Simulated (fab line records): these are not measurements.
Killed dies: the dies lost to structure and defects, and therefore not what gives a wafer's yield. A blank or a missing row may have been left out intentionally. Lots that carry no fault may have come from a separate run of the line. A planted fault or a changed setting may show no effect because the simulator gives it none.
A lot that was struck, set against a sound lot :: flow n5-finfet :: 17 steps out of a route of 1938
Sound: the wafers L802.1, L802.5, L802.6. Struck: wafer L808.5. (L808.2, L808.3 of the same lot were not struck and are left out.) The cause comes at the end.
Each step with rows lists, per side, the tool, then ch with its chambers, then its first start. Under that, the readings that differ: sound wafers :: struck wafers :: difference of the means :: sigmas: that difference in standard deviations of wafers without a fault.
alike: readings whose means differ by less than 2 such deviations, and words and numbers that are the same on both sides. not compared: withheld readings, readings that some wafer has no value for, bounds like >300 that may hide the same value, and numbers for which the record gives no deviation and whose values overlap.
Wherever a step has rows on one side only, a row that says differs or no value, or a row with sigmas, the two part there. Numbers that have no deviation but don't overlap get no sigmas and don't part them. Lack of a reading on every wafer of one side parts them only where that side has two or more wafers.

N5_BEOL_M11_THK_MEAS_53: measures by xrf.
  struck on film-metro-02, day 14 14:54; sound on film-metro-01, day 12 16:49
  alike: M11_THK
then, 1 step without rows for these wafers: N5_BEOL_M11_PRE_CLEAN_55 (time 15 s).
N5_BEOL_M11_DEP_56: deposits SiCN from 3MS/NH3, target thk 30 nm, time 10.5 s.
  sound on pecvd-04 ch 0,1,2, day 12 16:52; struck on pecvd-03 ch 0, day 14 14:58
  alike: showerhead-plenum-p-Torr, throttle-valve-pct
N5_BEOL_M11_RS_MEAS_57: measures by four-point-probe.
  struck on film-metro-01, day 14 15:02; sound on film-metro-01, day 12 16:56
  alike: M11_RS
N5_BEOL_M11_INSPECT_58: inspects for defects (darkfield).
  struck on defect-inspect-02, day 14 15:03; sound on defect-inspect-01, day 12 16:58
  alike: raw-defect-count
N5_BEOL_M12_ILD_DEP_00: deposits SiOC from DEMS/O2, target thk 658.92 nm, time 130.7 s.
  sound on pecvd-03 ch 0,1,2, day 12 17:00; struck on pecvd-03 ch 0, day 14 15:05
  alike: heater-power-outer-w, heater-power-w, showerhead-plenum-p-Torr, throttle-valve-pct
N5_BEOL_M12_THK_MEAS_01:
  struck on film-metro-01, day 14 15:13; sound on film-metro-01, day 12 17:08
reading: M12_ILD_THK (nm)
sound: 647 661 649
struck: 673
difference: +21
sigmas: +3
then, 5 steps without rows for these wafers: N5_BEOL_M12_COAT_58 (time 60 s, resist thk 89 nm); N5_BEOL_M12_COAT_04 (resist thk 400 nm); N5_BEOL_M12_EBR_06; N5_BEOL_M12_SOFTBAKE_05 (time 60 s); N5_BEOL_M12_EXPOSE_07 (exposes mask V11).
N5_BEOL_M12_PEB_08: peb time 90 s.
  sound on litho-track-03 ch 0, day 12 17:19; struck on litho-track-03 ch 0, day 14 15:25
reading: heater-power-total-W (W)
sound: 173.2 173.5 173.1
struck: 201.5
difference: +28.2
sigmas: +36
then, 2 steps without rows for these wafers: N5_BEOL_M12_DEVELOP_09 (develop time 45 s); N5_BEOL_M12_HARDBAKE_14 (time 120 s).
N5_BEOL_M12_CD_MEAS_10: target cd 140 nm.
  sound on cd-sem-02 ch 0, day 12 17:26; struck on cd-sem-02 ch 0, day 14 15:31
reading: cd-nm (nm)
sound: 140.8 141.5 142.4
struck: 132.5
difference: -9.1
sigmas: -7
N5_BEOL_M12_OVL_MEAS_11:
  sound on overlay-01 ch 0, day 12 17:28; struck on overlay-02 ch 0, day 14 15:33
  alike: V11_OVL

## WHERE THEY PART
Earliest at N5_BEOL_M12_THK_MEAS_01; latest, in this record, at N5_BEOL_M12_CD_MEAS_10. Later steps at which nothing parts them and some readings are alike: N5_BEOL_M12_OVL_MEAS_11.

WHY: what had been put in by the simulator
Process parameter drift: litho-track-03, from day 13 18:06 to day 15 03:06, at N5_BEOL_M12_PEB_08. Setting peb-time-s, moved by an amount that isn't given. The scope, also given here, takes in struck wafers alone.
